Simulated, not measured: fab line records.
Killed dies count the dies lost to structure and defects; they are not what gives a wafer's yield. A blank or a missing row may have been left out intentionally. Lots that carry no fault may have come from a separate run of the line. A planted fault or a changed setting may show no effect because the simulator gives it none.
Chamber matching	flow n5 finfet	rie diel-02 running N5_BEOL_M7_DESCUM_16: 4 sister chambers
The step chemistry O2, time 7.9 s. 4 wafers are shown with their chamber, then 10 later ones without.

WAFERS, EACH WITH ITS CHAMBER
wafer	chamber	showerhead plenum p Torr (Torr)
L077.5	2	2.06
L089.4	0	2.08
L089.5	1	2.16
L091.4	3	2.01

WAFERS MISSING THEIR CHAMBER
wafer	showerhead plenum p Torr (Torr)
L091.5	2.16
L097.2	2.05
L097.4	2.08
L097.6	2.00
L095.3	2.16
L095.4	2.05
L095.5	2.16
L096.2	2.05
L096.3	2.16
L096.5	2.05

THE CHAMBER EACH PASSED THROUGH
wafer	from the rows above	in truth
L091.5	1	1
L097.2	2	2
L097.4	0	0
L097.6	3	3
L095.3	1	1
L095.4	2	2
L095.5	1	1
L096.2	2	2
L096.3	1	1
L096.5	2	2
10 of 10 placed correctly. Left unplaced by these rows: 0. 0 placed wrongly.
How it was worked out, from the rows above alone: a wafer's distance from a chamber is the root of the sum, over the readings, of the square of ((its reading less the chamber's mean) divided by the reading's scatter). If the next closest chamber is less than 2 further off than the closest, the wafer can't be placed; otherwise it belongs to the closest. A chamber's mean is the mean of its shown wafers. The scatter: root of mean squared gap, hidden wafer to nearest shown wafer, with one shown wafer a chamber.
